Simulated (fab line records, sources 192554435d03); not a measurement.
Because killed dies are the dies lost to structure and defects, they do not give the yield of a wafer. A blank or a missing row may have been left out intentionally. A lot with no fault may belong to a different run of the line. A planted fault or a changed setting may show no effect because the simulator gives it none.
fab line records || flow n5Finfet
record {"lots": 4, "wafers": 12, "lastDay": 18}
route steps=1938 shown MOL_CONTACT_COAG@605 BEOL_M4@1111
lots that met no fault: taken from a fault-free run of the same line
startH: hours from the record's first day to the start of the lot's first wafer shown || waitH: hours elapsed since this lot's preceding step || " repeats the value in the row above || L1.1+2: one row covering several wafers at once || - either no value or no given start || * or withheld: withheld || < > ~ a bound
route shown NAME@n: names a module that has steps shown in the file, with the first one's number in the route || usual: mean/standard deviation taken from wafers without a fault || same: alike in all rows || chamber/n: place in a boat || sites: per-site readings || _std_site: standard deviation of those values || _edge_site: the outer-site mean with the inner-site mean subtracted || radiusMm: how far each site lies from the wafer's centre || mask NAME#n: copy n || behind: tool/chamber where the wafer was last shaped || hold: why the lot went on hold/how many hours it stayed there/how the hold came to an end || device: whichever transistor did not switch (one of n, p or np) || end of line: the tests these same wafers got at the end of their route || for a step that has no rows: nothing shown but its recipe || killed: the dies lost at the first sort to structure and to defects; this is not the yield of the wafer || map: a wafer's dies, x killed, . not, _ none there
set.NAME: the setting the step ran with; set.NAME@STEP: the setting that earlier step ran with || model.NAME: the simulator's own value behind a step, which no gauge read
lots at some steps of the route; a table a step, a row a wafer
services: when a tool's chamber went out of use (startH, in hours from the record's first day, below 0 if earlier), for how many hours, and the reason
## steps
# step N5_MOL_CONTACT_COAG_DESCUM_45
# recipe {"chemistry": "O2", "timeS": 7, "sourcePowerW": 50, "biasPowerW": 20, "pressureMtorr": 20, "rfFrequencyHz": 2.712e+07, "tempC": 40, "resist": "CAR-EUV", "o2FlowSccm": 225}
# step N5_MOL_CONTACT_COAG_ETCH_65
# recipe {"chemistry": "N2/H2", "target": "underlayer", "targetDepthA": 130, "maskMaterial": "CAR-EUV", "timeS": 10.4, "ionEnergyEv": 200, "pressureMtorr": 30, "sourceW": 840, "biasW": 150, "n2FlowSccm": 200, "h2FlowSccm": 200, "ends": "cleared"}
# step N5_MOL_CONTACT_COAG_ETCH_66
# recipe {"chemistry": "CF4", "target": "SiARC", "targetDepthA": 130, "maskMaterial": "CAR-EUV", "timeS": 21.7, "ionEnergyEv": 80, "pressureMtorr": 40, "sourceW": 545, "biasW": 36, "Ar_flow_sccm": 100, "cf4FlowSccm": 100, "ends": "cleared"}
# step N5_MOL_CONTACT_COAG_ALD_133
# recipe {"material": "SiO2", "targetThkA": 50, "tempC": 100, "aldPrecursorFamily": "BDEAS", "aldCoReactant": "O2-plasma", "pulseTimeS": 1, "coReactantPulseTimeS": 1, "purgeTimeS": 2, "coReactantPurgeTimeS": 2, "aldCycles": 35, "pressureTorr": 2}
# step N5_MOL_CONTACT_COAG_ETCHBACK_134
# recipe {"chemistry": "CHF3", "target": "SiO2", "targetDepthA": 100, "timeS": 6.7, "ionEnergyEv": 200, "pressureMtorr": 30, "sourceW": 610, "biasW": 170, "Ar_flow_sccm": 200, "CHF3_flow_sccm": 50}
# step N5_MOL_CONTACT_COAG_ETCH_67
# recipe {"chemistry": "N2/H2", "target": "SOC", "targetDepthA": 600, "overetchA": 210, "maskMaterial": "SiARC", "tempC": 40, "timeS": 101.2, "ionEnergyEv": 200, "pressureMtorr": 30, "sourceW": 840, "biasW": 150, "n2FlowSccm": 200, "h2FlowSccm": 200}
# step N5_MOL_CONTACT_COAG_STRIP_68
# recipe {"chemistry": "N2/H2", "tempC": 40, "n2FlowSccm": 200, "h2FlowSccm": 200, "rfFrequencyHz": 6e+07}
# step N5_MOL_CONTACT_COAG_STRIP_69
# recipe {"chemistry": "N2/H2", "tempC": 40, "n2FlowSccm": 200, "h2FlowSccm": 200, "rfFrequencyHz": 6e+07}
# step N5_MOL_CONTACT_COAG_ETCHBACK_136
# recipe {"chemistry": "CHF3", "target": "SiO2", "targetDepthA": 250, "timeS": 16.7, "ionEnergyEv": 200, "pressureMtorr": 30, "sourceW": 610, "biasW": 170, "Ar_flow_sccm": 200, "CHF3_flow_sccm": 50}
# step N5_MOL_CONTACT_COAG_STRIP_120
# recipe {"chemistry": "CHF3", "resist": "SiARC", "rfFrequencyHz": 6e+07}
# step N5_MOL_CONTACT_COAG_VIA_ETCH_117
# recipe {"chemistry": "C4F6/O2", "targetDepthA": 400, "overetchA": 80, "maskMaterial": "SOC", "target": "SiO2", "biasW": 455, "pressureMtorr": 10, "timeS": 26, "sourceW": 325, "Ar_flow_sccm": 300, "C4F6_flow_sccm": 10, "O2_flow_sccm": 10, "ionEnergyEv": 575.3, "ends": "endPoint"}
# step N5_MOL_CONTACT_COAG_ETCH_124
# recipe {"chemistry": "CH3F/O2", "target": "SiNx", "targetDepthA": 65, "maskMaterial": "SOC", "stopOn": "SiOC", "overEtchFrac": 0.3, "ionEnergyEv": 120, "pressureMtorr": 30, "sourceW": 395, "biasW": 73, "Ar_flow_sccm": 150, "CH3F_flow_sccm": 30, "O2_flow_sccm": 20, "ends": "endPoint"}
# usual {"biasW": "73.00/0.24", "drypumpMotorCurrentA": "5.7/0.54", "oes_ar_750_au": "0.76/0.083", "oesProductAu": "0.65/0.071", "overEtchFrac": "0.3/0", "rfVppV": "298/3.8", "showerheadPlenumPTorr": "1.98/0.061", "throttleValvePct": "16.37/0.28"}
{"lot.wafer": "L920.2", "tool": "rieDiel-05", "chamber": 3, "startH": 126.95, "waitH": 0.0, "biasW": 73.41, "drypumpMotorCurrentA": 6.0, "oes_ar_750_au": 0.73, "oesProductAu": 0.62, "overEtchFrac": 0.3, "rfHoursCounterH": 189, "rfVppV": 301, "showerheadPlenumPTorr": 2.07, "throttleValvePct": 16.70, "model.SOC_of_MOL_CONTACT_COAG_COAT_62.thkNm": 48.4}
{"lot.wafer": "L920.5", "tool": "rieDiel-05", "chamber": 0, "startH": 126.95, "waitH": 0.0, "biasW": 72.80, "drypumpMotorCurrentA": 6.1, "oes_ar_750_au": 0.90, "oesProductAu": 0.68, "overEtchFrac": 0.63106, "rfHoursCounterH": "-", "rfVppV": 294, "showerheadPlenumPTorr": 1.96, "throttleValvePct": 15.98, "model.SOC_of_MOL_CONTACT_COAG_COAT_62.thkNm": 47.4}
{"lot.wafer": "L920.6", "tool": "rieDiel-05", "chamber": 1, "startH": 126.95, "waitH": 0.0, "biasW": 73.23, "drypumpMotorCurrentA": 5.8, "oes_ar_750_au": 0.72, "oesProductAu": 0.61, "overEtchFrac": 0.3, "rfHoursCounterH": "-", "rfVppV": 299, "showerheadPlenumPTorr": 1.98, "throttleValvePct": 16.51, "model.SOC_of_MOL_CONTACT_COAG_COAT_62.thkNm": 48.4}
{"lot.wafer": "L922.1", "tool": "rieDiel-05", "chamber": 3, "startH": 136.96, "waitH": 0.0, "biasW": 72.95, "drypumpMotorCurrentA": 6.1, "oes_ar_750_au": 0.72, "oesProductAu": 0.62, "overEtchFrac": 0.3, "rfHoursCounterH": 192, "rfVppV": 299, "showerheadPlenumPTorr": 2.07, "throttleValvePct": 16.69, "model.SOC_of_MOL_CONTACT_COAG_COAT_62.thkNm": 48.6}
{"lot.wafer": "L922.4", "tool": "rieDiel-05", "chamber": 0, "startH": 136.96, "waitH": 0.0, "biasW": 72.88, "drypumpMotorCurrentA": 6.1, "oes_ar_750_au": 0.90, "oesProductAu": 0.67, "overEtchFrac": 0.63106, "rfHoursCounterH": 33, "rfVppV": 295, "showerheadPlenumPTorr": 1.96, "throttleValvePct": 15.96, "model.SOC_of_MOL_CONTACT_COAG_COAT_62.thkNm": 47.2}
{"lot.wafer": "L922.5", "tool": "rieDiel-05", "chamber": 1, "startH": 136.96, "waitH": 0.0, "biasW": 72.83, "drypumpMotorCurrentA": 5.7, "oes_ar_750_au": 0.71, "oesProductAu": 0.61, "overEtchFrac": 0.3, "rfHoursCounterH": "-", "rfVppV": 298, "showerheadPlenumPTorr": 1.98, "throttleValvePct": 16.53, "model.SOC_of_MOL_CONTACT_COAG_COAT_62.thkNm": 48.4}
{"lot.wafer": "L935.1", "tool": "rieDiel-05", "chamber": 0, "startH": 214.00, "waitH": 0.0, "biasW": 73.05, "drypumpMotorCurrentA": 6.1, "oes_ar_750_au": 0.86, "oesProductAu": 0.73, "overEtchFrac": 0.3, "rfHoursCounterH": 54, "rfVppV": 294, "showerheadPlenumPTorr": 1.96, "throttleValvePct": 16.01, "model.SOC_of_MOL_CONTACT_COAG_COAT_62.thkNm": 48.4}
{"lot.wafer": "L935.4", "tool": "rieDiel-05", "chamber": 1, "startH": 214.00, "waitH": 0.0, "biasW": 72.88, "drypumpMotorCurrentA": 5.8, "oes_ar_750_au": 0.70, "oesProductAu": 0.60, "overEtchFrac": 0.3, "rfHoursCounterH": "-", "rfVppV": 300, "showerheadPlenumPTorr": 1.98, "throttleValvePct": 16.56, "model.SOC_of_MOL_CONTACT_COAG_COAT_62.thkNm": 48.6}
{"lot.wafer": "L935.6", "tool": "rieDiel-05", "chamber": 0, "startH": 214.00, "waitH": 0.0, "biasW": 72.87, "drypumpMotorCurrentA": 6.1, "oes_ar_750_au": 0.86, "oesProductAu": 0.74, "overEtchFrac": 0.3, "rfHoursCounterH": "-", "rfVppV": 293, "showerheadPlenumPTorr": 1.96, "throttleValvePct": 16.02, "model.SOC_of_MOL_CONTACT_COAG_COAT_62.thkNm": 48}
{"lot.wafer": "L939.1", "tool": "rieDiel-06", "chamber": 2, "startH": 240.29, "waitH": 0.0, "biasW": 73.08, "drypumpMotorCurrentA": 6.6, "oes_ar_750_au": 0.96, "oesProductAu": 0.82, "overEtchFrac": 0.3, "rfHoursCounterH": 13, "rfVppV": 300, "showerheadPlenumPTorr": 2.13, "throttleValvePct": 15.96, "model.SOC_of_MOL_CONTACT_COAG_COAT_62.thkNm": 48.2}
{"lot.wafer": "L939.4", "tool": "rieDiel-06", "chamber": 2, "startH": 240.29, "waitH": 0.0, "biasW": 72.79, "drypumpMotorCurrentA": 6.6, "oes_ar_750_au": 0.96, "oesProductAu": 0.83, "overEtchFrac": 0.3, "rfHoursCounterH": "-", "rfVppV": 300, "showerheadPlenumPTorr": 2.13, "throttleValvePct": 15.97, "model.SOC_of_MOL_CONTACT_COAG_COAT_62.thkNm": 48}
{"lot.wafer": "L939.6", "tool": "rieDiel-06", "chamber": 3, "startH": 240.29, "waitH": 0.0, "biasW": 72.76, "drypumpMotorCurrentA": 5.5, "oes_ar_750_au": 0.67, "oesProductAu": 0.58, "overEtchFrac": 0.3, "rfHoursCounterH": "-", "rfVppV": 301, "showerheadPlenumPTorr": 1.90, "throttleValvePct": 16.65, "model.SOC_of_MOL_CONTACT_COAG_COAT_62.thkNm": 48.6}
# step N5_MOL_CONTACT_COAG_ETCH_48
# recipe {"chemistry": "C4F6/O2", "targetDepthA": 150, "overetchA": 45, "maskMaterial": "SOC", "target": "SiOC", "biasW": 465, "pressureMtorr": 10, "timeS": 17, "sourceW": 335, "Ar_flow_sccm": 300, "C4F6_flow_sccm": 10, "O2_flow_sccm": 10, "ionEnergyEv": 576}
# usual {"biasW": "465.1/1.4", "drypumpMotorCurrentA": "5.7/0.54", "oes_ar_750_au": "0.76/0.083", "oesProductAu": "0.64/0.074", "rfVppV": "1593/19", "showerheadPlenumPTorr": "2.82/0.083", "throttleValvePct": "40.7/0.36"}
{"lot.wafer": "L920.2", "tool": "rieDiel-05", "chamber": 3, "startH": 126.99, "waitH": 0.0, "biasW": 464.6, "drypumpMotorCurrentA": 6.1, "oes_ar_750_au": 0.73, "oesProductAu": 0.57, "rfHoursCounterH": 189, "rfVppV": 1604, "showerheadPlenumPTorr": 2.94, "throttleValvePct": 40.7, "model.SOC_of_MOL_CONTACT_COAG_COAT_62.thkNm": 45.8}
{"lot.wafer": "L920.5", "tool": "rieDiel-05", "chamber": 0, "startH": 126.99, "waitH": 0.0, "biasW": 465.2, "drypumpMotorCurrentA": 6.1, "oes_ar_750_au": 0.89, "oesProductAu": 0.71, "rfHoursCounterH": "-", "rfVppV": 1574, "showerheadPlenumPTorr": 2.79, "throttleValvePct": 40.3, "model.SOC_of_MOL_CONTACT_COAG_COAT_62.thkNm": 44.6}
{"lot.wafer": "L920.6", "tool": "rieDiel-05", "chamber": 1, "startH": 126.99, "waitH": 0.0, "biasW": 465.5, "drypumpMotorCurrentA": 5.8, "oes_ar_750_au": 0.72, "oesProductAu": 0.60, "rfHoursCounterH": "-", "rfVppV": 1596, "showerheadPlenumPTorr": 2.82, "throttleValvePct": 40.8, "model.SOC_of_MOL_CONTACT_COAG_COAT_62.thkNm": 45.8}
{"lot.wafer": "L922.1", "tool": "rieDiel-05", "chamber": 3, "startH": 137.00, "waitH": 0.0, "biasW": 468.9, "drypumpMotorCurrentA": 6.1, "oes_ar_750_au": 0.73, "oesProductAu": 0.58, "rfHoursCounterH": 192, "rfVppV": 1604, "showerheadPlenumPTorr": 2.94, "throttleValvePct": 40.7, "model.SOC_of_MOL_CONTACT_COAG_COAT_62.thkNm": 46}
{"lot.wafer": "L922.4", "tool": "rieDiel-05", "chamber": 0, "startH": 137.00, "waitH": 0.0, "biasW": 465.5, "drypumpMotorCurrentA": 6.1, "oes_ar_750_au": 0.88, "oesProductAu": 0.74, "rfHoursCounterH": 33, "rfVppV": 1575, "showerheadPlenumPTorr": 2.79, "throttleValvePct": 40.3, "model.SOC_of_MOL_CONTACT_COAG_COAT_62.thkNm": 44.6}
{"lot.wafer": "L922.5", "tool": "rieDiel-05", "chamber": 1, "startH": 137.00, "waitH": 0.0, "biasW": 466.7, "drypumpMotorCurrentA": 5.8, "oes_ar_750_au": 0.70, "oesProductAu": 0.61, "rfHoursCounterH": "-", "rfVppV": 1595, "showerheadPlenumPTorr": 2.82, "throttleValvePct": 40.8, "model.SOC_of_MOL_CONTACT_COAG_COAT_62.thkNm": 45.8}
{"lot.wafer": "L935.1", "tool": "rieDiel-05", "chamber": 0, "startH": 214.04, "waitH": 0.0, "biasW": 467.5, "drypumpMotorCurrentA": 6.1, "oes_ar_750_au": 0.85, "oesProductAu": 0.73, "rfHoursCounterH": 54, "rfVppV": 1571, "showerheadPlenumPTorr": 2.78, "throttleValvePct": 40.3, "model.SOC_of_MOL_CONTACT_COAG_COAT_62.thkNm": 45.8}
{"lot.wafer": "L935.4", "tool": "rieDiel-05", "chamber": 1, "startH": 214.04, "waitH": 0.0, "biasW": 464.2, "drypumpMotorCurrentA": 5.8, "oes_ar_750_au": 0.70, "oesProductAu": 0.60, "rfHoursCounterH": "-", "rfVppV": 1595, "showerheadPlenumPTorr": 2.81, "throttleValvePct": 40.8, "model.SOC_of_MOL_CONTACT_COAG_COAT_62.thkNm": 46}
{"lot.wafer": "L935.6", "tool": "rieDiel-05", "chamber": 0, "startH": 214.04, "waitH": 0.0, "biasW": 467.7, "drypumpMotorCurrentA": 6.1, "oes_ar_750_au": 0.86, "oesProductAu": 0.71, "rfHoursCounterH": "-", "rfVppV": 1574, "showerheadPlenumPTorr": 2.78, "throttleValvePct": 40.3, "model.SOC_of_MOL_CONTACT_COAG_COAT_62.thkNm": 45.2}
{"lot.wafer": "L939.1", "tool": "rieDiel-06", "chamber": 2, "startH": 240.33, "waitH": 0.0, "biasW": 464.9, "drypumpMotorCurrentA": 6.7, "oes_ar_750_au": 0.96, "oesProductAu": 0.82, "rfHoursCounterH": 13, "rfVppV": 1599, "showerheadPlenumPTorr": 3.02, "throttleValvePct": 40.7, "model.SOC_of_MOL_CONTACT_COAG_COAT_62.thkNm": 45.6}
{"lot.wafer": "L939.4", "tool": "rieDiel-06", "chamber": 2, "startH": 240.33, "waitH": 0.0, "biasW": 465.0, "drypumpMotorCurrentA": 6.7, "oes_ar_750_au": 0.96, "oesProductAu": 0.78, "rfHoursCounterH": "-", "rfVppV": 1600, "showerheadPlenumPTorr": 3.02, "throttleValvePct": 40.7, "model.SOC_of_MOL_CONTACT_COAG_COAT_62.thkNm": 45.4}
{"lot.wafer": "L939.6", "tool": "rieDiel-06", "chamber": 3, "startH": 240.33, "waitH": 0.0, "biasW": 463.5, "drypumpMotorCurrentA": 5.4, "oes_ar_750_au": 0.67, "oesProductAu": 0.58, "rfHoursCounterH": "-", "rfVppV": 1608, "showerheadPlenumPTorr": 2.70, "throttleValvePct": 40.7, "model.SOC_of_MOL_CONTACT_COAG_COAT_62.thkNm": 46}
# step N5_MOL_CONTACT_COAG_STRIP_72
# recipe {"chemistry": "N2/H2", "powerW": 450, "tempC": 40, "pressureMtorr": 20, "rfFrequencyHz": 6e+07, "overashFraction": 3, "biasPowerW": 7, "h2Frac": 0.5, "n2FlowSccm": 200, "h2FlowSccm": 200}
# step N5_BEOL_M4_RC_MEAS_101
# usual {"DIBL_N": "36.0/1.8", "DIBL_P": "36.3/2.4", "IOFF_N": "0.16/0.035", "IOFF_P": "0.21/0.036", "ION_N": "673/13", "ION_P": "461/7.2", "SS_N": "71.4/0.6", "SS_P": "73.2/0.7", "VT_N": "250/4", "VT_P": "-250.9/2.9"}
{"lot.wafer": "L920.2", "tool": "prober-02", "chamber": 0, "startH": 203.03, "waitH": 0.2, "DIBL_N[mV/V]": 32.9, "DIBL_P[mV/V]": 32.1, "IOFF_N[nA/um]": 0.10, "IOFF_P[nA/um]": 0.13, "ION_N[uA/um]": 644, "ION_P[uA/um]": 448, "SS_N[mV/dec]": 70.9, "SS_P[mV/dec]": 71.7, "VT_N[mV]": 258, "VT_P[mV]": -255.2}
{"lot.wafer": "L920.5", "tool": "prober-02", "chamber": 0, "startH": 203.03, "waitH": 0.2, "DIBL_N[mV/V]": 35.6, "DIBL_P[mV/V]": 35.7, "IOFF_N[nA/um]": 0.15, "IOFF_P[nA/um]": 0.18, "ION_N[uA/um]": 671, "ION_P[uA/um]": 465, "SS_N[mV/dec]": 71.2, "SS_P[mV/dec]": 72.7, "VT_N[mV]": 250, "VT_P[mV]": -252.0}
{"lot.wafer": "L920.6", "tool": "prober-02", "chamber": 0, "startH": 203.03, "waitH": 0.2, "DIBL_N[mV/V]": 35.2, "DIBL_P[mV/V]": 36.3, "IOFF_N[nA/um]": 0.14, "IOFF_P[nA/um]": 0.18, "ION_N[uA/um]": 648, "ION_P[uA/um]": 450, "SS_N[mV/dec]": 70.9, "SS_P[mV/dec]": 73.5, "VT_N[mV]": 256, "VT_P[mV]": -254.4}
{"lot.wafer": "L922.1", "tool": "prober-01", "chamber": 0, "startH": 215.04, "waitH": 0.0, "DIBL_N[mV/V]": 35.6, "DIBL_P[mV/V]": 36.2, "IOFF_N[nA/um]": 0.14, "IOFF_P[nA/um]": 0.18, "ION_N[uA/um]": 672, "ION_P[uA/um]": 458, "SS_N[mV/dec]": 71.8, "SS_P[mV/dec]": 73.1, "VT_N[mV]": 251, "VT_P[mV]": -252.8}
{"lot.wafer": "L922.4", "tool": "prober-01", "chamber": 0, "startH": 215.04, "waitH": 0.0, "DIBL_N[mV/V]": 35.2, "DIBL_P[mV/V]": 36.3, "IOFF_N[nA/um]": 0.15, "IOFF_P[nA/um]": 0.19, "ION_N[uA/um]": 679, "ION_P[uA/um]": 463, "SS_N[mV/dec]": 71.1, "SS_P[mV/dec]": 74.0, "VT_N[mV]": 253, "VT_P[mV]": -249.2}
{"lot.wafer": "L922.5", "tool": "prober-01", "chamber": 0, "startH": 215.04, "waitH": 0.0, "DIBL_N[mV/V]": 36.9, "DIBL_P[mV/V]": 38.8, "IOFF_N[nA/um]": 0.17, "IOFF_P[nA/um]": 0.23, "ION_N[uA/um]": 680, "ION_P[uA/um]": 467, "SS_N[mV/dec]": 72.2, "SS_P[mV/dec]": 74.6, "VT_N[mV]": 248, "VT_P[mV]": -252.6}
{"lot.wafer": "L935.1", "tool": "prober-01", "chamber": 0, "startH": 281.20, "waitH": 0.0, "DIBL_N[mV/V]": 35.8, "DIBL_P[mV/V]": 36.1, "IOFF_N[nA/um]": 0.14, "IOFF_P[nA/um]": 0.19, "ION_N[uA/um]": 667, "ION_P[uA/um]": 454, "SS_N[mV/dec]": 71.3, "SS_P[mV/dec]": 73.7, "VT_N[mV]": 254, "VT_P[mV]": -248.7}
{"lot.wafer": "L935.4", "tool": "prober-01", "chamber": 0, "startH": 281.20, "waitH": 0.0, "DIBL_N[mV/V]": 34.6, "DIBL_P[mV/V]": 34.1, "IOFF_N[nA/um]": 0.12, "IOFF_P[nA/um]": 0.16, "ION_N[uA/um]": 641, "ION_P[uA/um]": 444, "SS_N[mV/dec]": 71.3, "SS_P[mV/dec]": 73.0, "VT_N[mV]": 258, "VT_P[mV]": -252.7}
{"lot.wafer": "L935.6", "tool": "prober-01", "chamber": 0, "startH": 281.20, "waitH": 0.0, "DIBL_N[mV/V]": 37.2, "DIBL_P[mV/V]": 37.5, "IOFF_N[nA/um]": 0.17, "IOFF_P[nA/um]": 0.23, "ION_N[uA/um]": 680, "ION_P[uA/um]": 468, "SS_N[mV/dec]": 71.4, "SS_P[mV/dec]": 73.7, "VT_N[mV]": 249, "VT_P[mV]": -247.9}
{"lot.wafer": "L939.1", "tool": "prober-01", "chamber": 0, "startH": 318.29, "waitH": 0.0, "DIBL_N[mV/V]": 38.7, "DIBL_P[mV/V]": 38.4, "IOFF_N[nA/um]": 0.19, "IOFF_P[nA/um]": 0.24, "ION_N[uA/um]": 686, "ION_P[uA/um]": 467, "SS_N[mV/dec]": 72.1, "SS_P[mV/dec]": 73.6, "VT_N[mV]": 246, "VT_P[mV]": -247.2}
{"lot.wafer": "L939.4", "tool": "prober-01", "chamber": 0, "startH": 318.29, "waitH": 0.0, "DIBL_N[mV/V]": 39.2, "DIBL_P[mV/V]": 37.3, "IOFF_N[nA/um]": 0.19, "IOFF_P[nA/um]": 0.22, "ION_N[uA/um]": 676, "ION_P[uA/um]": 459, "SS_N[mV/dec]": 71.9, "SS_P[mV/dec]": 74.3, "VT_N[mV]": 248, "VT_P[mV]": -250.4}
{"lot.wafer": "L939.6", "tool": "prober-01", "chamber": 0, "startH": 318.29, "waitH": 0.0, "DIBL_N[mV/V]": 38.1, "DIBL_P[mV/V]": 37.2, "IOFF_N[nA/um]": 0.17, "IOFF_P[nA/um]": 0.22, "ION_N[uA/um]": 672, "ION_P[uA/um]": 456, "SS_N[mV/dec]": 72.2, "SS_P[mV/dec]": 73.8, "VT_N[mV]": 247, "VT_P[mV]": -249.7}
## services
{"tool": "rieDiel-05", "chamber": "-", "startH": 147.49, "hours": 16.3, "kind": "repair"}
{"tool": "rieDiel-06", "chamber": 2, "startH": 186.97, "hours": "-", "kind": "clean"}
{"tool": "rieDiel-06", "chamber": 2, "startH": 186.97, "hours": "-", "kind": "consumableReplace:focusRing"}
{"tool": "rieDiel-06", "chamber": 2, "startH": 186.97, "hours": "-", "kind": "consumableReplace:showerhead"}
{"tool": "rieDiel-06", "chamber": 2, "startH": 186.97, "hours": 13.7, "kind": "scheduledDown"}
{"tool": "rieDiel-06", "chamber": 2, "startH": 186.97, "hours": 13.7, "kind": "ventCycle"}
{"tool": "rieDiel-05", "chamber": 2, "startH": 197.50, "hours": "-", "kind": "clean"}
{"tool": "rieDiel-05", "chamber": 2, "startH": 197.50, "hours": "-", "kind": "consumableReplace:focusRing"}
{"tool": "rieDiel-05", "chamber": 2, "startH": 197.50, "hours": 21.7, "kind": "scheduledDown"}
{"tool": "rieDiel-05", "chamber": 2, "startH": 197.50, "hours": 21.7, "kind": "ventCycle"}
{"tool": "rieDiel-05", "chamber": 1, "startH": 219.55, "hours": "-", "kind": "clean"}
{"tool": "rieDiel-05", "chamber": 1, "startH": 219.55, "hours": "-", "kind": "consumableReplace:focusRing"}
{"tool": "rieDiel-05", "chamber": 1, "startH": 219.55, "hours": 26.5, "kind": "scheduledDown"}
{"tool": "rieDiel-05", "chamber": 1, "startH": 219.55, "hours": 26.5, "kind": "ventCycle"}
{"tool": "rieDiel-05", "chamber": "-", "startH": 220.37, "hours": 0.1, "kind": "repair"}
## key
firstSign {"step": "N5_MOL_CONTACT_COAG_ETCH_124", "reading": "overEtchFrac", "direction": "up", "sigmas": "99+", "usual": 0.3, "struck": 0.63106}
effect none on later readings
modelEffect {"step": "N5_MOL_CONTACT_COAG_ETCH_124", "value": "SOC_of_MOL_CONTACT_COAG_COAT_62.thkNm", "without": 48.1, "struck": 47.3}
modelEffect {"step": "N5_MOL_CONTACT_COAG_ETCH_48", "value": "SOC_of_MOL_CONTACT_COAG_COAT_62.thkNm", "without": 45.4, "struck": 44.6}
metAt N5_MOL_CONTACT_COAG_ETCH_124
struckWafers L920.5,L922.4
fault {"kind": "processParameterDrift", "tool": "rieDiel-05", "chamber": 0, "onsetH": 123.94, "steps": "N5_MOL_CONTACT_COAG_ETCH_124", "channel": "overEtchFrac", "offset": 0.33106, "shape": "step", "endH": 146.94, "actsIn": "theseRecipesOnly", "stated": 0.3}
